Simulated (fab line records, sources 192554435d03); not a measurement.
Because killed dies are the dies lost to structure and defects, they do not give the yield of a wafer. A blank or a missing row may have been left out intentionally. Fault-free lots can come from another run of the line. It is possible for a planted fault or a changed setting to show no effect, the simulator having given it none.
Split-lot experiment ; flow n5-finfet ; 21 wafers read from 7 lots, route of 1938 steps

== ABOUT THE SPLIT ==
At N5_BEOL_M0_SAQP_COAT_08 (resist thk 90 nm), the setting spin-rpm was moved away from the recipe's 1500 rpm on 8 of the 21 wafers read, by -10.8% to +10.2%. The other wafers ran this setting at the recipe's value.

== FROM THE SPLIT TO THE READING: what the file shows between them, 6 steps ==
- N5_BEOL_M0_SAQP_EBR_10
- N5_BEOL_M0_SAQP_SOFTBAKE_09: time 60 s
- N5_BEOL_M0_SAQP_EXPOSE_11: exposes mask M0 CORE, target cd 42 nm
- N5_BEOL_M0_SAQP_PEB_12: peb time 60 s
- N5_BEOL_M0_SAQP_DEVELOP_13: develop time 30 s
- N5_BEOL_M0_SAQP_DESCUM_19: chemistry O2, time 7.9 s

== THE READING ==
CAR-ArF_of_BEOL_M0_SAQP_COAT_08.thk-nm (the simulator's own value, which no gauge read), in nm, at N5_BEOL_M0_SAQP_ETCH_83 (etches SiARC in CF4, target depth 39 nm, time 65 s). No usual value for it is given in the file. Across the 13 wafers here that went through the recipe, the average is 55.5 nm and the standard deviation 0.19 nm.

wafer;tool, chamber at the split;spin-rpm as run, rpm;against the recipe;CAR-ArF_of_BEOL_M0_SAQP_COAT_08.thk-nm, nm;against lot-mates on the recipe
L079.2;litho-track-04, 0;1500;recipe;55.4;-
L079.3;litho-track-04, 0;1500;recipe;55.4;-
L079.4;litho-track-04, 0;1500;recipe;55.4;-
L081.3;litho-track-02, 0;1653;+10.2%;51.2;-4.4
L081.5;litho-track-02, 0;1500;recipe;55.6;-
L081.6;litho-track-02, 0;1653;+10.2%;51.6;-4.0
L085.1;litho-track-02, 0;1500;recipe;55.6;-
L085.4;litho-track-02, 0;1500;recipe;55;-
L085.6;litho-track-02, 0;1589;+5.9%;53;-2.3
L088.2;litho-track-01, 0;1500;recipe;55.4;-
L088.3;litho-track-01, 0;1388;-7.5%;59;+3.5
L088.4;litho-track-01, 0;1500;recipe;55.6;-
L089.2;litho-track-04, 0;1500;recipe;55.8;-
L089.5;litho-track-04, 0;1592;+6.1%;53;-2.8
L089.6;litho-track-04, 0;1592;+6.1%;53;-2.8
L094.2;litho-track-04, 0;1338;-10.8%;61;+5.4
L094.3;litho-track-04, 0;1500;recipe;55.6;-
L094.4;litho-track-04, 0;1338;-10.8%;61.2;+5.6
L096.1;litho-track-02, 0;1500;recipe;55.4;-
L096.2;litho-track-02, 0;1500;recipe;55.6;-
L096.4;litho-track-02, 0;1500;recipe;55.6;-

FIT RESULTS
A straight line over all 21 wafers: CAR-ArF_of_BEOL_M0_SAQP_COAT_08.thk-nm changes by -0.457 nm for each +1% of spin-rpm; r = -0.99; the points scatter about the line by 0.31 nm.
The same after taking each lot's own level away (the mean of its wafers on the recipe; 21 wafers): -0.461 nm for each +1%; r = -1.00; scatter 0.26 nm.
Per that fit: largest spin-rpm move, reading shift of 5 nm.
Across the lots, their own levels run from 55.30 to 55.80 nm, a range of 2.7 times the standard deviation given above.
The two slopes agree, so the slope changes little with the lot-to-lot level.
Check: +4.99 nm against its lot-mates is what the line predicts for one of the wafers moved furthest among these (-10.8%) when that wafer is left out of the fit. It came out at +5.4 nm against them.

== THE OTHER SPLITS THESE WAFERS WENT THROUGH ==
Before the reading, these wafers also passed through other splits. Each is held against what the fit with the lots' levels taken away leaves over:
other split on the same wafers;wafers away from the commonest value;r with CAR-ArF_of_BEOL_M0_SAQP_COAT_08.thk-nm (lot level and that fit taken away)
N5_MOL_CONTACT_COAG_ETCH_47 over-etch-frac;11;-0.01
N5_BEOL_M0_SAQP_PECVD_03 time-s;6;+0.41

== THE WHOLE CHAIN: every reading that the file lists as answering this split, in the file's order ==
step;what it does;reading;change (the file's fit);r (the file's)
N5_BEOL_M0_SAQP_COAT_08;resist thk 90 nm;CAR-ArF_of_BEOL_M0_SAQP_COAT_08.thk-nm (the simulator's own value, which no gauge read);-0.465 nm for each +1% of the setting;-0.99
N5_BEOL_M0_SAQP_DEVELOP_13;develop time 30 s;CAR-ArF_of_BEOL_M0_SAQP_COAT_08.thk-nm (the simulator's own value, which no gauge read);-0.45 nm for each +1% of the setting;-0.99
N5_BEOL_M0_SAQP_ETCH_83;etches SiARC in CF4, target depth 39 nm, time 65 s;CAR-ArF_of_BEOL_M0_SAQP_COAT_08.thk-nm (the simulator's own value, which no gauge read);-0.456 nm for each +1% of the setting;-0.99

== FILE'S OWN FIT ==
CAR-ArF_of_BEOL_M0_SAQP_COAT_08.thk-nm changes by -0.456 nm for each +1% of spin-rpm, r = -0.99.
